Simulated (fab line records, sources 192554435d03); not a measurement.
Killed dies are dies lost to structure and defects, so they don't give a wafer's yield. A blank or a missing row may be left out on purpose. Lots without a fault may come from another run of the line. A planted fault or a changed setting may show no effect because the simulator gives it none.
A struck lot beside a sound one | flow n5_finfet | 24 steps out of a route of 1938
Sound: wafers L451.1, L451.2, L451.3. Struck: wafers L453.1, L453.2, L453.6. The cause comes at the end.
At each step with rows: each side's tool, then ch and its chambers, then its first start. Under that, the readings that differ: sound wafers | struck wafers | difference of the means | sigmas: that difference in standard deviations of wafers without a fault.
alike: readings whose means differ by less than 2 such deviations, and words and numbers that are the same on both sides. not compared: withheld readings, readings that some wafer has no value for, bounds like >300 that may hide the same value, and numbers for which the record gives no deviation and whose values overlap.
The two part at a step that has a row with sigmas, a row that says differs or no value, or rows on one side only. Numbers that don't overlap but have no deviation are shown without sigmas and don't part them. A reading that every wafer of one side lacks parts them only if that side has two wafers or more.

N5_BEOL_M10_THK_MEAS_53: measures by xrf.
  sound on film_metro-01, day 13 12:34; struck on film_metro-01, day 14 01:27
  reading      | sound             | struck            | difference | sigmas
  M10_THK (nm) | 142.1 141.3 135.9 | 132.0 135.6 134.0 | -5.9       | -2
then, 1 step without rows for these wafers: N5_BEOL_M10_PRE_CLEAN_55 (time 15 s).
N5_BEOL_M10_DEP_56: deposits SiCN from 3MS/NH3, target thk 15 nm, time 26.5 s.
  sound on pecvd-03 ch 0,1,2, day 13 12:37; struck on pecvd-03 ch 0,1,2, day 14 01:31
  alike: showerhead_plenum_p_Torr, throttle_valve_pct
N5_BEOL_M10_RS_MEAS_57: measures by four-point-probe.
  sound on film_metro-02, day 13 12:41; struck on film_metro-02, day 14 01:35
  reading         | sound                | struck               | difference | sigmas
  M10_RS (ohm/sq) | 0.1463 0.1477 0.1532 | 0.1570 0.1527 0.1549 | +0.0058    | +2
N5_BEOL_M10_INSPECT_58: inspects for defects (darkfield).
  sound on defect_inspect-01, day 13 12:43; struck on defect_inspect-02, day 14 01:37
  alike: raw_defect_count
then, 1 step without rows for these wafers: N5_BEOL_M11_ILD_DEP_00 (deposits SiCOH lowk from DEMS/porogen, target thk 308.51 nm, time 58 s).
N5_BEOL_M11_CURE_71: cures SiCOH lowk, time 240 s.
  sound on uv_cure-03 ch 2, day 13 12:52; struck on uv_cure-02 ch 0, day 14 01:44
  alike: lamp_power_pct, wafer_temp_C_max
N5_BEOL_M11_THK_MEAS_01:
  sound on film_metro-01, day 13 13:22; struck on film_metro-01, day 14 02:14
  alike: M11_ILD_THK
then, 1 step without rows for these wafers: N5_BEOL_M11_PECVD_70 (deposits SiO2 from TEOS/O2, target thk 20 nm, time 22.7 s).
N5_BEOL_M11_HM_DEP_02: deposits TiN, target thk 20 nm.
  sound on pvd_sputter-01, day 13 13:28; struck on pvd_sputter-02, day 14 02:28
  alike: throttle_valve_pct
then, 2 steps without rows for these wafers: N5_BEOL_M11_COAT_59 (time 60 s, resist thk 100 nm); N5_BEOL_M11_COAT_60 (time 60 s, resist thk 30 nm).
N5_BEOL_M11_COAT_05: resist thk 90 nm.
  sound on litho_track-03 ch 0, day 13 13:36; struck on litho_track-03 ch 0, day 14 02:36
  reading                                       | sound                | struck               | difference | sigmas
  chill_plate_temp_C (C)                        | 22.82 22.96 22.86    | 23.19 22.95 23.22    | +0.24      | +2
  spin_speed_rpm (rpm)                          | 1502.0 1501.1 1499.9 | 1320.2 1318.7 1319.5 | -181.5     | -99 or more
  model.CAR-ArF_of_BEOL_M11_COAT_05.thk_nm (nm) | 90.4 90.2 90.2       | 96.2 96.2 95.8       | +5.8       |
then, 5 steps without rows for these wafers: N5_BEOL_M11_EBR_07; N5_BEOL_M11_SOFTBAKE_06 (time 60 s); N5_BEOL_M11_EXPOSE_08 (exposes mask M11); N5_BEOL_M11_PEB_09 (peb time 60 s); N5_BEOL_M11_DEVELOP_10 (develop time 30 s).
N5_BEOL_M11_CD_MEAS_11: target cd 64.1 nm.
  sound on cd_sem-01 ch 0, day 13 13:58; struck on cd_sem-03 ch 0, day 14 02:58
  alike: cd_nm
N5_BEOL_M11_OVL_MEAS_12:
  sound on overlay-02 ch 0, day 13 14:00; struck on overlay-01 ch 0, day 14 02:59
  alike: M11_OVL
N5_BEOL_M11_INSPECT_13: inspects for defects (brightfield).
  sound on defect_inspect-02, day 13 14:01; struck on defect_inspect-02, day 14 03:01
  alike: raw_defect_count
N5_BEOL_M11_DESCUM_16: chemistry O2, time 7.9 s.
  sound on rie_diel-03 ch 0,2,3, day 13 14:03; struck on rie_diel-06 ch 0,2, day 14 03:09
  alike: drypump_motor_current_A, oes_product_au, rf_vpp_V, showerhead_plenum_p_Torr, throttle_valve_pct
  not compared: rf_hours_counter_h
N5_BEOL_M11_ETCH_61: etches SiARC in CF4, target depth 39 nm, time 65 s.
  sound on rie_diel-03 ch 0,2,3, day 13 14:05; struck on rie_diel-06 ch 0,2, day 14 03:11
  reading                                       | sound          | struck         | difference | sigmas
  model.CAR-ArF_of_BEOL_M11_COAT_05.thk_nm (nm) | 55.8 55.6 55.6 | 61.4 61.4 61.2 | +5.7       |
  alike: drypump_motor_current_A, etch_rf_on_time_s, oes_product_au, rf_vpp_V, showerhead_plenum_p_Torr, throttle_valve_pct
  not compared: rf_hours_counter_h
N5_BEOL_M11_ETCH_62: etches SOC in N2/H2, target depth 110 nm, overetch 22 nm, time 165 s.
  sound on rie_diel-03 ch 0,2,3, day 13 14:08; struck on rie_diel-06 ch 0,2, day 14 03:14
  alike: drypump_motor_current_A, oes_product_au, rf_vpp_V, showerhead_plenum_p_Torr, throttle_valve_pct
  not compared: rf_hours_counter_h

WHERE THEY PART
First at N5_BEOL_M10_THK_MEAS_53; last, within this record, at N5_BEOL_M11_COAT_05. Later steps at which nothing parts them and some readings are alike: N5_BEOL_M11_CD_MEAS_11, N5_BEOL_M11_OVL_MEAS_12, N5_BEOL_M11_INSPECT_13, N5_BEOL_M11_DESCUM_16, N5_BEOL_M11_ETCH_61, N5_BEOL_M11_ETCH_62.

WHY: what the simulator had put in
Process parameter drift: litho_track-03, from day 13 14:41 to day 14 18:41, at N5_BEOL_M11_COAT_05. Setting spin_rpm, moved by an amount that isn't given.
